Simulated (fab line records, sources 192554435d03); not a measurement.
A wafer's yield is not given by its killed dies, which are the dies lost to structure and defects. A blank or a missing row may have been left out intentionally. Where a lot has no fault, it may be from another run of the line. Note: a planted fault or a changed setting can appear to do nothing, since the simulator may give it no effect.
fab line records | flow n5_finfet
[record] lots = 7 | wafers = 39
route steps=1938 shown BEOL_M15@1820
start_h: start of the lot's first displayed wafer, in hours after the record's first day | wait_h: how many hours have passed since the lot's step before this one | " the same as in the row above | L1.1+2: a row that stands for several wafers | - either no value or no given start | * or withheld: withheld | < > ~ a bound
route shown NAME@n: NAME is a module with steps in the file, n the number in the route of the first one | usual: mean/standard deviation taken from wafers without a fault | same: alike in all rows | chamber/n: place in a boat | sites: readings site by site | _std_site: the values' standard deviation | _edge_site: the outer-site mean with the inner-site mean subtracted | radius_mm: how far each site lies from the wafer's centre | mask NAME#n: copy n | behind: the most recent tool/chamber to have shaped the wafer | hold: what put the lot on hold/how long, in hours/how the hold closed | device: the n, p or np transistor that did not switch | end of line: the same wafers' tests at the end of the route | a step with no rows: only its recipe | killed: dies that structure and defects cost at the first sort, which is not the same as the wafer's yield | map: the dies of a wafer, with x for killed, . for not killed, _ for no die there
set.NAME: the setting as run; set.NAME@STEP: as run at that earlier step | model.NAME: the simulator's own value behind a step, which no gauge read
lots where settings were altered on purpose, with a table for each step and a row for each wafer
[[steps]]
[step N5_BEOL_M15_SPUTTER_44]
[recipe] material = Ta | target_thk_a = 150 | temp_c = 50 | bias_v = 80 | power_w = 15000 | chamber_pressure_pa = 0.07 | time_s = 24.19
lot.wafer      | tool           | chamber | start_h | wait_h | set.time_s | model.Ta_of_BEOL_M15_SPUTTER_44.thk_nm
L079.1+2+3+4+6 | pvd_sputter-01 | -       | 297.08  | 0.0    | 24.19      | 15
L079.5         | "              | -       | "       | "      | 24.19      | 15.2
L080.1+6       | pvd_sputter-02 | -       | 297.41  | 0.0    | 24.19      | 14.8
L080.2         | "              | -       | "       | "      | 24.19      | 15
L080.3         | "              | -       | "       | "      | 30.57      | 18.6
L080.4+5       | "              | -       | "       | "      | 30.57      | 18.8
L081.1+3       | pvd_sputter-01 | -       | 302.44  | 0.0    | 24.19      | 15.6
L081.6         | "              | -       | "       | "      | 24.19      | 15.4
L085.1+3+6     | pvd_sputter-02 | -       | 332.79  | 0.1    | 24.19      | 15.4
L085.2+4       | "              | -       | "       | "      | 14.6       | 9.6
L085.5         | "              | -       | "       | "      | 14.6       | 9.4
L092.1         | pvd_sputter-03 | -       | 375.40  | 0.0    | 38.3       | 24.2
L092.2         | "              | -       | "       | "      | 38.3       | 23.6
L092.3         | "              | -       | "       | "      | 24.19      | 15
L092.4         | "              | -       | "       | "      | 38.3       | 23.8
L092.5         | "              | -       | "       | "      | 24.19      | 15.2
L092.6         | "              | -       | "       | "      | 24.19      | 15.4
L093.1+2       | pvd_sputter-03 | -       | 379.00  | 0.0    | 24.19      | 15
L093.3         | "              | -       | "       | "      | 30.47      | 18.6
L093.4+5       | "              | -       | "       | "      | 30.47      | 18.8
L093.6         | "              | -       | "       | "      | 24.19      | 14.8
L095.1+4+6     | pvd_sputter-01 | -       | 381.94  | 0.0    | 24.19      | 14.8
L095.2+5       | "              | -       | "       | "      | 24.19      | 15
L095.3         | "              | -       | "       | "      | 24.19      | 15.2
[step N5_BEOL_M15_SPUTTER_45]
[recipe] material = Cu | target_thk_a = 1000 | temp_c = -20 | bias_v = 60 | power_w = 26000 | chamber_pressure_pa = 0.13 | time_s = 16.67
[step N5_BEOL_M15_ECD_47]
[recipe] material = Cu | target_thk_a = 18600
[step N5_BEOL_M15_ANNEAL_48]
[recipe] temp_c = 225 | time_s = 90 | ambient = N2
[step N5_BEOL_M15_CMP_49]
[recipe] stop_on = SiO2 | t_overpolish_s = 4.9 | down_force_psi = 2 | platen_rpm = 80 | clearing_platen_down_force_psi = 2 | clearing_platen_rpm = 80 | post_cmp_clean = cu_alkaline | target_thk_nm = 850 | clearing_platen_pad_velocity_m_s = 1.5917 | pad_velocity_m_s = 1.5917
[usual] barrier_field_endpoint_s = 11.36/0.3
lot.wafer | tool   | chamber | start_h | wait_h | set.time_s@BEOL_M15_SPUTTER_44 | barrier_field_endpoint_s
L079.2    | cmp-02 | 1       | 297.82  | 0.2    | 24.19                          | 10.97
L079.4    | "      | 2       | "       | "      | 24.19                          | 11.07
L079.1    | "      | 3       | "       | "      | 24.19                          | 11.13
L079.3    | "      | 0       | "       | "      | 24.19                          | 11.13
L079.5    | "      | 1       | "       | "      | 24.19                          | 11.11
L079.6    | "      | 2       | "       | "      | 24.19                          | 11.41
L080.4    | cmp-03 | 2       | 298.74  | 0.1    | 30.57                          | 12.72
L080.3    | "      | 3       | "       | "      | 30.57                          | 12.55
L080.2    | "      | 0       | "       | "      | 24.19                          | 11.13
L080.1    | "      | 1       | "       | "      | 24.19                          | 11.48
L080.5    | "      | 2       | "       | "      | 30.57                          | 12.80
L080.6    | "      | 3       | "       | "      | 24.19                          | 11.28
L081.1    | cmp-03 | 1       | 303.26  | 0.3    | 24.19                          | 11.68
L081.3    | "      | 2       | "       | "      | 24.19                          | 11.57
L081.6    | "      | 3       | "       | "      | 24.19                          | 11.50
L085.1    | cmp-02 | 1       | 333.90  | 0.3    | 24.19                          | 11.53
L085.2    | "      | 2       | "       | "      | 14.6                           | 9.67
L085.3    | "      | 3       | "       | "      | 24.19                          | 11.73
L085.4    | "      | 0       | "       | "      | 14.6                           | 9.69
L085.5    | "      | 1       | "       | "      | 14.6                           | 9.24
L085.6    | "      | 2       | "       | "      | 24.19                          | 11.78
L092.2    | cmp-04 | 1       | 376.45  | 0.2    | 38.3                           | 14.62
L092.4    | "      | 2       | "       | "      | 38.3                           | 14.69
L092.3    | "      | 3       | "       | "      | 24.19                          | 11.37
L092.1    | "      | 0       | "       | "      | 38.3                           | 14.64
L092.6    | "      | 1       | "       | "      | 24.19                          | 11.38
L092.5    | "      | 2       | "       | "      | 24.19                          | 11.43
L093.1    | cmp-03 | 0       | 379.81  | 0.3    | 24.19                          | 10.99
L093.2    | "      | 1       | "       | "      | 24.19                          | 11.35
L093.3    | "      | 2       | "       | "      | 30.47                          | 12.62
L093.4    | "      | 3       | "       | "      | 30.47                          | 12.90
L093.5    | "      | 0       | "       | "      | 30.47                          | 12.05
L093.6    | "      | 1       | "       | "      | 24.19                          | 11.30
L095.2    | cmp-03 | 2       | 382.68  | 0.2    | 24.19                          | 11.27
L095.4    | "      | 3       | "       | "      | 24.19                          | 10.91
L095.1    | "      | 0       | "       | "      | 24.19                          | 11.06
L095.3    | "      | 1       | "       | "      | 24.19                          | 11.45
L095.5    | "      | 2       | "       | "      | 24.19                          | 11.17
L095.6    | "      | 3       | "       | "      | 24.19                          | 10.98
[[key]]
[split] step = N5_BEOL_M15_SPUTTER_44 | setting = time_s | stated = 24.19 | by = wafer
[response] step = N5_BEOL_M15_SPUTTER_44 | reading = model.Ta_of_BEOL_M15_SPUTTER_44.thk_nm | change = +0.148 | per = 1% | r = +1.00
[response] step = N5_BEOL_M15_CMP_49 | reading = barrier_field_endpoint_s | change = +0.0545 | per = 1% | r = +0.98
